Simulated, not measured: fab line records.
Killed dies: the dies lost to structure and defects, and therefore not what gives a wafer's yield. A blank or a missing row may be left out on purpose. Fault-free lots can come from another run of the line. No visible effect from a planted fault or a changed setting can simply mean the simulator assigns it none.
Which tool did it? / flow n5-finfet / 10 lots with 28 wafers sampled at 6 steps, on a route of 1938 steps

== WHAT THE GAUGES SHOWED, per wafer ==
N5_BEOL_M2_CD_MEAS_28: target cd 26.2 nm, target cd y 24.1 nm. Usual: cd-nm 26.11 nm, standard deviation 0.24.
lot=L981; measured=day 6 12:26; on=cd-sem-01; cd-nm (nm)=26.30 26.59; flag=
lot=L982; measured=day 6 20:55; on=cd-sem-01; cd-nm (nm)=26.01 26.25 26.00; flag=
lot=L988; measured=day 8 16:47; on=cd-sem-02; cd-nm (nm)=25.65 26.28 26.23; flag=
lot=L991; measured=day 8 22:01; on=cd-sem-02; cd-nm (nm)=25.76 25.76 26.07; flag=
lot=L992; measured=day 9 04:38; on=cd-sem-03; cd-nm (nm)=25.72 25.32; flag=
lot=L999; measured=day 11 01:57; on=cd-sem-03; cd-nm (nm)=26.11 25.94 11.14; flag=OFF
lot=L100; measured=day 11 11:14; on=cd-sem-01; cd-nm (nm)=25.95 12.21 11.63; flag=OFF
lot=L101; measured=day 11 22:06; on=cd-sem-01; cd-nm (nm)=26.23 25.96 11.25; flag=OFF
lot=L104; measured=day 12 06:26; on=cd-sem-03; cd-nm (nm)=26.23 26.31 26.19; flag=
lot=L102; measured=day 13 15:38; on=cd-sem-02; cd-nm (nm)=26.33 26.26 26.20; flag=

N5_BEOL_M2_OVL_MEAS_29. Usual: V1_OVL typically reads 0.2 nm, with standard deviation 0.72.
lot=L981; measured=day 6 12:28; on=overlay-02; V1_OVL (nm)=0.3 -0.2; flag=
lot=L982; measured=day 6 20:56; on=overlay-02; V1_OVL (nm)=-1.1 0.6 -0.4; flag=
lot=L988; measured=day 8 16:50; on=overlay-02; V1_OVL (nm)=-0.7 -0.2 -0.5; flag=
lot=L991; measured=day 8 22:03; on=overlay-02; V1_OVL (nm)=-0.5 1.7 0.7; flag=
lot=L992; measured=day 9 04:40; on=overlay-02; V1_OVL (nm)=0.6 1.0; flag=
lot=L999; measured=day 11 01:59; on=overlay-01; V1_OVL (nm)=0.9 -0.6 -0.7; flag=
lot=L100; measured=day 11 11:17; on=overlay-02; V1_OVL (nm)=-0.1 -0.4 0.2; flag=
lot=L101; measured=day 11 22:08; on=overlay-01; V1_OVL (nm)=-0.2 -1.4 0.2; flag=
lot=L104; measured=day 12 06:28; on=overlay-01; V1_OVL (nm)=-0.2 0.0 0.4; flag=
lot=L102; measured=day 13 15:40; on=overlay-02; V1_OVL (nm)=-0.1 0.2 1.2; flag=

N5_BEOL_M4_RC_MEAS_101. Usual: DIBL_N 36.3 mV/V, standard deviation 2.2; DIBL_P 36.0 mV/V, standard deviation 2.4; IOFF_N 0.16 nA/um, standard deviation 0.042; IOFF_P 0.22 nA/um, standard deviation 0.041; ION_N 672 uA/um, standard deviation 14; ION_P 462 uA/um, standard deviation 7.9; SS_N 71.7 mV/dec, standard deviation 0.76; SS_P 73.3 mV/dec, standard deviation 0.72; VT_N 250 mV, standard deviation 3.6; VT_P -249 mV, standard deviation 3.
lot=L981; measured=day 7 23:23; on=prober-02; DIBL_N (mV/V)=37.2 36.3; DIBL_P (mV/V)=38.0 36.5; IOFF_N (nA/um)=0.19 0.16; IOFF_P (nA/um)=0.24 0.21; ION_N (uA/um)=680 661; ION_P (uA/um)=463 459; SS_N (mV/dec)=72.1 71.8; SS_P (mV/dec)=74.9 73.9; VT_N (mV)=245 253; VT_P (mV)=-252 -251; flag=
lot=L982; measured=day 8 07:45; on=prober-02; DIBL_N (mV/V)=37.1 35.7 38.0; DIBL_P (mV/V)=36.6 36.3 37.9; IOFF_N (nA/um)=0.18 0.15 0.20; IOFF_P (nA/um)=0.24 0.24 0.27; ION_N (uA/um)=673 667 679; ION_P (uA/um)=467 466 463; SS_N (mV/dec)=71.0 71.5 72.0; SS_P (mV/dec)=73.4 73.0 73.9; VT_N (mV)=251 252 244; VT_P (mV)=-249 -246 -244; flag=
lot=L988; measured=day 9 17:12; on=prober-02; DIBL_N (mV/V)=35.0 35.1 37.3; DIBL_P (mV/V)=34.9 34.7 37.2; IOFF_N (nA/um)=0.15 0.15 0.20; IOFF_P (nA/um)=0.21 0.21 0.27; ION_N (uA/um)=661 672 673; ION_P (uA/um)=459 462 466; SS_N (mV/dec)=71.3 70.9 71.7; SS_P (mV/dec)=72.7 73.5 74.0; VT_N (mV)=253 251 247; VT_P (mV)=-249 -250 -247; flag=
lot=L991; measured=day 10 06:27; on=prober-02; DIBL_N (mV/V)=37.8 39.1 39.7; DIBL_P (mV/V)=35.5 38.1 37.4; IOFF_N (nA/um)=0.18 0.20 0.20; IOFF_P (nA/um)=0.22 0.26 0.23; ION_N (uA/um)=675 678 680; ION_P (uA/um)=464 465 461; SS_N (mV/dec)=72.2 72.0 72.5; SS_P (mV/dec)=73.7 73.9 73.3; VT_N (mV)=250 246 249; VT_P (mV)=-248 -249 -248; flag=
lot=L992; measured=day 10 04:07; on=prober-01; DIBL_N (mV/V)=38.3 37.6; DIBL_P (mV/V)=37.9 35.8; IOFF_N (nA/um)=0.18 0.15; IOFF_P (nA/um)=0.26 0.23; ION_N (uA/um)=672 663; ION_P (uA/um)=471 464; SS_N (mV/dec)=72.0 72.1; SS_P (mV/dec)=73.9 73.1; VT_N (mV)=250 253; VT_P (mV)=-249 -248; flag=
lot=L999; measured=day 13 06:53; on=prober-01; DIBL_N (mV/V)=35.3 35.4; DIBL_P (mV/V)=33.0 32.8; IOFF_N (nA/um)=0.13 0.14; IOFF_P (nA/um)=0.18 0.19; ION_N (uA/um)=679 667; ION_P (uA/um)=469 457; SS_N (mV/dec)=70.9 71.1; SS_P (mV/dec)=73.2 73.2; VT_N (mV)=254 252; VT_P (mV)=-253 -255; flag=
lot=L100; measured=day 14 01:11; on=prober-01; DIBL_N (mV/V)=37.3; DIBL_P (mV/V)=39.3; IOFF_N (nA/um)=0.20; IOFF_P (nA/um)=0.30; ION_N (uA/um)=689; ION_P (uA/um)=482; SS_N (mV/dec)=70.9; SS_P (mV/dec)=74.7; VT_N (mV)=244; VT_P (mV)=-241; flag=
lot=L101; measured=day 14 04:23; on=prober-02; DIBL_N (mV/V)=36.8 36.5; DIBL_P (mV/V)=37.1 38.0; IOFF_N (nA/um)=0.18 0.20; IOFF_P (nA/um)=0.24 0.26; ION_N (uA/um)=679 706; ION_P (uA/um)=464 483; SS_N (mV/dec)=72.0 71.7; SS_P (mV/dec)=73.5 73.3; VT_N (mV)=247 243; VT_P (mV)=-248 -245; flag=
lot=L104; measured=day 14 21:55; on=prober-02; DIBL_N (mV/V)=36.6 34.5 33.8; DIBL_P (mV/V)=36.4 35.3 34.7; IOFF_N (nA/um)=0.15 0.13 0.11; IOFF_P (nA/um)=0.18 0.18 0.16; ION_N (uA/um)=655 664 657; ION_P (uA/um)=445 459 453; SS_N (mV/dec)=72.2 70.8 70.8; SS_P (mV/dec)=73.0 72.3 72.7; VT_N (mV)=253 251 255; VT_P (mV)=-253 -255 -252; flag=
lot=L102; measured=day 15 06:28; on=prober-01; DIBL_N (mV/V)=33.2 34.1 33.4; DIBL_P (mV/V)=34.8 35.7 34.9; IOFF_N (nA/um)=0.14 0.15 0.14; IOFF_P (nA/um)=0.19 0.19 0.20; ION_N (uA/um)=674 685 672; ION_P (uA/um)=468 470 465; SS_N (mV/dec)=70.5 71.1 71.2; SS_P (mV/dec)=72.9 72.8 72.7; VT_N (mV)=251 249 250; VT_P (mV)=-251 -251 -250; flag=

== WHICH TOOL RAN EACH LOT (tool, then ch and the chambers of the sampled wafers, then the start) ==
lot=L981; N5_BEOL_M2_EXPOSE_25=euv-scanner-02 ch 0, day 6 12:17; N5_BEOL_M2_VIA_ETCH_34=rie-diel-05 ch 1,2, day 6 16:43; N5_BEOL_M2_STRIP_36=rie-diel-05 ch 1,2, day 6 16:46
lot=L982; N5_BEOL_M2_EXPOSE_25=euv-scanner-01 ch 0, day 6 20:46; N5_BEOL_M2_VIA_ETCH_34=rie-diel-01 ch 1,2, day 7 05:55; N5_BEOL_M2_STRIP_36=rie-diel-01 ch 1,2, day 7 05:58
lot=L988; N5_BEOL_M2_EXPOSE_25=euv-scanner-02 ch 0, day 8 16:40; N5_BEOL_M2_VIA_ETCH_34=rie-diel-03 ch 0,1,2, day 8 17:25; N5_BEOL_M2_STRIP_36=rie-diel-03 ch 0,1,2, day 8 17:29
lot=L991; N5_BEOL_M2_EXPOSE_25=euv-scanner-01 ch 0, day 8 21:53; N5_BEOL_M2_VIA_ETCH_34=rie-diel-01 ch 1,2,3, day 9 01:37; N5_BEOL_M2_STRIP_36=rie-diel-01 ch 1,2,3, day 9 01:40
lot=L992; N5_BEOL_M2_EXPOSE_25=euv-scanner-01 ch 0, day 9 04:29; N5_BEOL_M2_VIA_ETCH_34=rie-diel-03 ch 2,3, day 9 05:14; N5_BEOL_M2_STRIP_36=rie-diel-03 ch 2,3, day 9 05:17
lot=L999; N5_BEOL_M2_EXPOSE_25=euv-scanner-01 ch 0, day 11 01:49; N5_BEOL_M2_VIA_ETCH_34=rie-diel-05 ch 0,3, day 11 03:11; N5_BEOL_M2_STRIP_36=rie-diel-05 ch 0,3, day 11 03:15
lot=L100; N5_BEOL_M2_EXPOSE_25=euv-scanner-01 ch 0, day 11 11:07; N5_BEOL_M2_VIA_ETCH_34=rie-diel-03 ch 1,2,3, day 11 19:27; N5_BEOL_M2_STRIP_36=rie-diel-03 ch 1,2,3, day 11 19:31
lot=L101; N5_BEOL_M2_EXPOSE_25=euv-scanner-01 ch 0, day 11 21:57; N5_BEOL_M2_VIA_ETCH_34=rie-diel-05 ch 0,1, day 12 15:10; N5_BEOL_M2_STRIP_36=rie-diel-05 ch 0,1, day 12 15:14
lot=L104; N5_BEOL_M2_EXPOSE_25=euv-scanner-02 ch 0, day 12 06:17; N5_BEOL_M2_VIA_ETCH_34=rie-diel-05 ch 0,1,3, day 13 10:46; N5_BEOL_M2_STRIP_36=rie-diel-05 ch 0,1,3, day 13 10:50
lot=L102; N5_BEOL_M2_EXPOSE_25=euv-scanner-02 ch 0, day 13 15:29; N5_BEOL_M2_VIA_ETCH_34=rie-diel-01 ch 1,2, day 13 21:50; N5_BEOL_M2_STRIP_36=rie-diel-01 ch 1,2, day 13 21:53
- N5_BEOL_M2_EXPOSE_25: exposes mask V1, defocus 5 nm.
- N5_BEOL_M2_VIA_ETCH_34: etches the open film in C4F6/O2, target depth 69.4 nm, time 65.9 s.
- N5_BEOL_M2_STRIP_36: strips in N2/H2.

== WHAT THE TOOLS THEMSELVES READ (means of the sampled wafers that have a number; where no wafer has one, the mark that the record gives instead) ==
N5_BEOL_M2_VIA_ETCH_34. Usual: drypump-motor-current-A 5.8 A, standard deviation 0.41; oes-product-au 0.78 a.u., standard deviation 0.11; rf-vpp-V 665 V, standard deviation 13; showerhead-plenum-p-Torr 2.85 Torr, standard deviation 0.1; throttle-valve-pct 30.7 %, standard deviation 0.31.
lot=L981; tool=rie-diel-05; drypump-motor-current-A (A)=5.8; oes-product-au (a.u.)=0.72; rf-vpp-V (V)=666; showerhead-plenum-p-Torr (Torr)=2.88; throttle-valve-pct (%)=30.9; flag=
lot=L982; tool=rie-diel-01; drypump-motor-current-A (A)=5.9; oes-product-au (a.u.)=0.91; rf-vpp-V (V)=683; showerhead-plenum-p-Torr (Torr)=2.90; throttle-valve-pct (%)=30.6; flag=
lot=L988; tool=rie-diel-03; drypump-motor-current-A (A)=5.8; oes-product-au (a.u.)=0.67; rf-vpp-V (V)=665; showerhead-plenum-p-Torr (Torr)=2.85; throttle-valve-pct (%)=30.9; flag=
lot=L991; tool=rie-diel-01; drypump-motor-current-A (A)=5.8; oes-product-au (a.u.)=0.89; rf-vpp-V (V)=674; showerhead-plenum-p-Torr (Torr)=2.93; throttle-valve-pct (%)=30.8; flag=
lot=L992; tool=rie-diel-03; drypump-motor-current-A (A)=5.2; oes-product-au (a.u.)=0.70; rf-vpp-V (V)=663; showerhead-plenum-p-Torr (Torr)=2.76; throttle-valve-pct (%)=31.1; flag=
lot=L999; tool=rie-diel-05; drypump-motor-current-A (A)=6.1; oes-product-au (a.u.)=0.87; rf-vpp-V (V)=649; showerhead-plenum-p-Torr (Torr)=2.91; throttle-valve-pct (%)=30.4; flag=
lot=L100; tool=rie-diel-03; drypump-motor-current-A (A)=5.5; oes-product-au (a.u.)=0.85; rf-vpp-V (V)=661; showerhead-plenum-p-Torr (Torr)=2.76; throttle-valve-pct (%)=30.6; flag=
lot=L101; tool=rie-diel-05; drypump-motor-current-A (A)=5.9; oes-product-au (a.u.)=0.92; rf-vpp-V (V)=653; showerhead-plenum-p-Torr (Torr)=2.94; throttle-valve-pct (%)=30.4; flag=
lot=L104; tool=rie-diel-05; drypump-motor-current-A (A)=5.9; oes-product-au (a.u.)=0.83; rf-vpp-V (V)=649; showerhead-plenum-p-Torr (Torr)=2.82; throttle-valve-pct (%)=30.4; flag=
lot=L102; tool=rie-diel-01; drypump-motor-current-A (A)=5.7; oes-product-au (a.u.)=0.83; rf-vpp-V (V)=681; showerhead-plenum-p-Torr (Torr)=2.87; throttle-valve-pct (%)=30.6; flag=

N5_BEOL_M2_STRIP_36. Usual: drypump-motor-current-A 5.8 A, standard deviation 0.41; oes-product-au 0.79 a.u., standard deviation 0.11; rf-vpp-V 59.1 V, standard deviation 1.5; showerhead-plenum-p-Torr 2.55 Torr, standard deviation 0.099; temp-c 40.00 C, standard deviation 0.11; throttle-valve-pct 23.57 %, standard deviation 0.22.
lot=L981; tool=rie-diel-05; drypump-motor-current-A (A)=5.8; oes-product-au (a.u.)=0.71; rf-vpp-V (V)=59.3; showerhead-plenum-p-Torr (Torr)=2.57; temp-c (C)=39.99; throttle-valve-pct (%)=23.68; flag=
lot=L982; tool=rie-diel-01; drypump-motor-current-A (A)=5.9; oes-product-au (a.u.)=0.91; rf-vpp-V (V)=58.2; showerhead-plenum-p-Torr (Torr)=2.59; temp-c (C)=40.10; throttle-valve-pct (%)=23.45; flag=
lot=L988; tool=rie-diel-03; drypump-motor-current-A (A)=5.8; oes-product-au (a.u.)=0.68; rf-vpp-V (V)=58.8; showerhead-plenum-p-Torr (Torr)=2.53; temp-c (C)=39.92; throttle-valve-pct (%)=23.72; flag=
lot=L991; tool=rie-diel-01; drypump-motor-current-A (A)=5.8; oes-product-au (a.u.)=0.90; rf-vpp-V (V)=58.5; showerhead-plenum-p-Torr (Torr)=2.63; temp-c (C)=40.03; throttle-valve-pct (%)=23.64; flag=
lot=L992; tool=rie-diel-03; drypump-motor-current-A (A)=5.2; oes-product-au (a.u.)=0.70; rf-vpp-V (V)=59.5; showerhead-plenum-p-Torr (Torr)=2.45; temp-c (C)=39.95; throttle-valve-pct (%)=23.70; flag=
lot=L999; tool=rie-diel-05; drypump-motor-current-A (A)=6.1; oes-product-au (a.u.)=0.87; rf-vpp-V (V)=59.3; showerhead-plenum-p-Torr (Torr)=2.60; temp-c (C)=39.91; throttle-valve-pct (%)=23.31; flag=
lot=L100; tool=rie-diel-03; drypump-motor-current-A (A)=5.5; oes-product-au (a.u.)=0.86; rf-vpp-V (V)=59.7; showerhead-plenum-p-Torr (Torr)=2.45; temp-c (C)=39.95; throttle-valve-pct (%)=23.41; flag=
lot=L101; tool=rie-diel-05; drypump-motor-current-A (A)=5.9; oes-product-au (a.u.)=0.93; rf-vpp-V (V)=57.4; showerhead-plenum-p-Torr (Torr)=2.62; temp-c (C)=39.97; throttle-valve-pct (%)=23.25; flag=
lot=L104; tool=rie-diel-05; drypump-motor-current-A (A)=5.9; oes-product-au (a.u.)=0.84; rf-vpp-V (V)=58.2; showerhead-plenum-p-Torr (Torr)=2.52; temp-c (C)=39.99; throttle-valve-pct (%)=23.32; flag=
lot=L102; tool=rie-diel-01; drypump-motor-current-A (A)=5.8; oes-product-au (a.u.)=0.83; rf-vpp-V (V)=59.6; showerhead-plenum-p-Torr (Torr)=2.57; temp-c (C)=40.02; throttle-valve-pct (%)=23.56; flag=

== THE ANSWER, worked out from the rows above alone ==
Rule: a lot is off if the mean of its wafers that have a number lies more than 3 standard deviations from the usual mean. A lot without any number at a reading at which 4 lots or more have one is off too. Where the step has rows for the other lots, those lots are counted as sound. Order of review: gauges by route order, followed by the tools' own readings, for which a lot's mean as printed above is used. At the first step where some lot is off, the reading lying furthest off is the one used; lots without a number count as furthest.
Off, at N5_BEOL_M2_CD_MEAS_28 on cd-nm: L999, L100, L101.
A tool fits if, at a process step before that reading, it ran every lot that is off, and no sound lot after the first of them. Those tools and the gauges at N5_BEOL_M2_CD_MEAS_28 are tried in the same way. One candidate fits, namely euv-scanner-01 at N5_BEOL_M2_EXPOSE_25. Its last sound lot is L992 (day 9 04:29), its first lot that is off L999 (day 11 01:49): a fault that began between those two fits.

== WHAT HAD BEEN PUT IN BY THE SIMULATOR ==
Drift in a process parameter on euv-scanner-01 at N5_BEOL_M2_EXPOSE_25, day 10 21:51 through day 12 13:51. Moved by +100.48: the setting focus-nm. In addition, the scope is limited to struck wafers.
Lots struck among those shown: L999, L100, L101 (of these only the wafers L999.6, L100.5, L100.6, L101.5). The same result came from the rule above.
